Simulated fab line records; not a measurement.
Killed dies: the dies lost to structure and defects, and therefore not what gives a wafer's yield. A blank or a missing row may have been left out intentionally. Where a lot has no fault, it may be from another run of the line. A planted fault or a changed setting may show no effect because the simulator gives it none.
Matching of chambers :: flow nand harc :: pecvd-04 running NHARC_A_CONTACT_DEP_58: 3 sister chambers
The step deposits SiON, target thk 60 nm. 6 wafers are shown with their chamber, then 7 later ones without.

## EACH WAFER AND ITS CHAMBER
wafer: L081.2
chamber: 2
heater power w (W): 580

wafer: L081.6
chamber: 2
heater power w (W): 574

wafer: L084.1
chamber: 1
heater power w (W): 725

wafer: L084.6
chamber: 1
heater power w (W): 749

wafer: L089.3
chamber: 0
heater power w (W): 740

wafer: L089.4
chamber: 0
heater power w (W): 722

## WAFERS WHOSE CHAMBER IS MISSING
wafer: L089.6
heater power w (W): 597

wafer: L088.3
heater power w (W): 740

wafer: L088.4
heater power w (W): 727

wafer: L088.5
heater power w (W): 657

wafer: L095.1
heater power w (W): 628

wafer: L095.5
heater power w (W): 729

wafer: L095.6
heater power w (W): 767

## THE CHAMBER EACH PASSED THROUGH
wafer: L089.6
from the rows above: 2
in truth: 2

wafer: L088.3
from the rows above: can't be placed: 1 or 0
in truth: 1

wafer: L088.4
from the rows above: can't be placed: 0 or 1
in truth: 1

wafer: L088.5
from the rows above: can't be placed: 0 or 1 or 2
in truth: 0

wafer: L095.1
from the rows above: 2
in truth: 2

wafer: L095.5
from the rows above: can't be placed: 0 or 1
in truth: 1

wafer: L095.6
from the rows above: can't be placed: 1 or 0
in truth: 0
2 of 7 placed correctly. Unplaceable from these rows: 5, with the true chamber sitting among the candidates in 5. Placed wrongly: 0.
How it was worked out, from the rows above alone: a wafer's distance from a chamber is the root of the sum, over the readings, of the square of ((its reading less the chamber's mean) divided by the reading's scatter). The wafer belongs to the nearest chamber; if the next one is less than 2 further off, it can't be placed. The mean given for a chamber averages the wafers shown for that chamber. The scatter is the square root of a quotient: the sum, over the shown wafers, of each reading's squared deviation from its chamber's mean, divided by wafers minus chambers.
